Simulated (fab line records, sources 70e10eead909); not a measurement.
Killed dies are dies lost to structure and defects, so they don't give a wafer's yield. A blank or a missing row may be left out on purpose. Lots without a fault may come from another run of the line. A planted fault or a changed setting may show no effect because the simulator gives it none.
Tool commonality check | flow nand_harc | 1 lot, 3 wafers sampled

WHY IT WAS OPENED
At NHARC_END_SORT_01 the reading killed_at_periphery is flagged on 1 of 1 lot. Wafers without a fault read 2.9, standard deviation 2.2.
Rule: a lot is flagged when every wafer of it that has a number lies more than 4 standard deviations from that mean, or none has a number. The other lots count as sound.

lot  | measured     | on        | killed_at_periphery, wafer by wafer | flag
L328 | day 21 12:09 | prober-02 | 634 645 636                         | FLAGGED
The numbers of the flagged lots are 638.3 on average: +635.4 against the usual, or +99 or more standard deviations.

WHICH TOOL RAN EACH LOT
The record holds 4 process steps before the reading, out of a route of 1159 steps. In each cell: the tool, then ch and the chambers that the sampled wafers went through, then the start.
lot  | flag    | NHARC_P_GATE_EXPOSE_08           | NHARC_P_GATE_STRIP_101            | NHARC_P_GATE_DESCUM_61            | NHARC_P_GATE_DEGAS_109
L328 | FLAGGED | krf_scanner-01 ch 0, day 6 16:05 | rie_diel-10 ch 0,2,3, day 7 17:19 | rie_diel-10 ch 0,1,2, day 7 20:25 | pvd_sputter-03, day 8 00:06
What these steps do:
- NHARC_P_GATE_EXPOSE_08: exposes mask P HV.
- NHARC_P_GATE_STRIP_101: strips in O2, time 20 s.
- NHARC_P_GATE_DESCUM_61: chemistry O2, time 3 s.
- NHARC_P_GATE_DEGAS_109: time 60 s.
- NHARC_END_SORT_01

FLAGGED OVER TOTAL, TOOL BY TOOL (the gauges that took the reading come last)
step                   | tool           | lots run | flagged | share of the flagged lots | sound lots run after its first flagged lot
NHARC_P_GATE_EXPOSE_08 | krf_scanner-01 | 1        | 1       | all                       | 0
NHARC_P_GATE_STRIP_101 | rie_diel-10    | 1        | 1       | all                       | 0
NHARC_P_GATE_DESCUM_61 | rie_diel-10    | 1        | 1       | all                       | 0
NHARC_P_GATE_DEGAS_109 | pvd_sputter-03 | 1        | 1       | all                       | 0
NHARC_END_SORT_01      | prober-02      | 1        | 1       | all                       | 0

WHAT THE TABLE ALLOWS
5 rows of the table ran every flagged lot: krf_scanner-01 at NHARC_P_GATE_EXPOSE_08, rie_diel-10 at NHARC_P_GATE_STRIP_101, rie_diel-10 at NHARC_P_GATE_DESCUM_61, pvd_sputter-03 at NHARC_P_GATE_DEGAS_109, prober-02 at NHARC_END_SORT_01.
- krf_scanner-01 at NHARC_P_GATE_EXPOSE_08: 1 of its 1 lot flagged. It ran no sound lot before its first flagged lot in this sample, so the start can't be narrowed down.
- rie_diel-10 at NHARC_P_GATE_STRIP_101: 1 of its 1 lot flagged. It ran no sound lot before its first flagged lot in this sample, so the start can't be narrowed down.
- rie_diel-10 at NHARC_P_GATE_DESCUM_61: 1 of its 1 lot flagged. It ran no sound lot before its first flagged lot in this sample, so the start can't be narrowed down.
- pvd_sputter-03 at NHARC_P_GATE_DEGAS_109: 1 of its 1 lot flagged. It ran no sound lot before its first flagged lot in this sample, so the start can't be narrowed down.
- prober-02 at NHARC_END_SORT_01: 1 of its 1 lot flagged. It ran no sound lot before its first flagged lot in this sample, so the start can't be narrowed down.
Counting lots can't tell these 4 tools apart, because each fits a fault that began at some hour. More lots, or a look at what each step does to the wafer, might.

WHAT THE SIMULATOR HAD PUT IN
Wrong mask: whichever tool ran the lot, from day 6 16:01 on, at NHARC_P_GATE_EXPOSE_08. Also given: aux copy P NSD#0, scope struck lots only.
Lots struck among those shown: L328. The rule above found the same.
